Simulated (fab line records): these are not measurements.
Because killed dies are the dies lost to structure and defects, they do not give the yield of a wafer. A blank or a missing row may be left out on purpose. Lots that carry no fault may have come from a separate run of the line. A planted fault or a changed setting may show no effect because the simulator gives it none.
Chamber matching :: flow n5Finfet :: 4 sister chambers for N5_BEOL_M11_ETCH_62 on rieDiel-06
The step etches SOC in N2/H2, target depth 110 nm, overetch 22 nm, time 165 s. 4 wafers are shown with their chamber, then 7 later ones without.

## EACH WAFER AND ITS CHAMBER
wafer: L278.2
chamber: 1
showerheadPlenumPTorr (Torr): 2.66

wafer: L278.6
chamber: 0
showerheadPlenumPTorr (Torr): 2.60

wafer: L285.1
chamber: 2
showerheadPlenumPTorr (Torr): 2.69

wafer: L285.5
chamber: 3
showerheadPlenumPTorr (Torr): 2.46

## WAFERS MISSING THEIR CHAMBER
wafer: L285.6
showerheadPlenumPTorr (Torr): 2.59

wafer: L295.3
showerheadPlenumPTorr (Torr): 2.45

wafer: L295.5
showerheadPlenumPTorr (Torr): 2.45

wafer: L295.6
showerheadPlenumPTorr (Torr): 2.68

wafer: L289.3
showerheadPlenumPTorr (Torr): 2.68

wafer: L289.4
showerheadPlenumPTorr (Torr): 2.58

wafer: L289.5
showerheadPlenumPTorr (Torr): 2.45

## EACH ONE'S CHAMBER
wafer: L285.6
from the rows above: 0
in truth: 0

wafer: L295.3
from the rows above: 3
in truth: 3

wafer: L295.5
from the rows above: 3
in truth: 3

wafer: L295.6
from the rows above: can't be placed: 2 or 1
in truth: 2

wafer: L289.3
from the rows above: can't be placed: 2 or 1
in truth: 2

wafer: L289.4
from the rows above: 0
in truth: 0

wafer: L289.5
from the rows above: 3
in truth: 3
5 of 7 placed correctly. From these rows, 2 cannot be placed; in 2 the true chamber is one of the candidates. 0 placed wrongly.
How it was worked out, from the rows above alone: a wafer's distance from a chamber is the root of the sum, over the readings, of the square of ((its reading less the chamber's mean) divided by the reading's scatter). The wafer belongs to the nearest chamber; if the next one is less than 2 further off, it can't be placed. The mean given for a chamber averages the wafers shown for that chamber. The scatter (one wafer shown for each chamber): square how far every hidden wafer sits from the nearest shown wafer, average those squares and take the square root.
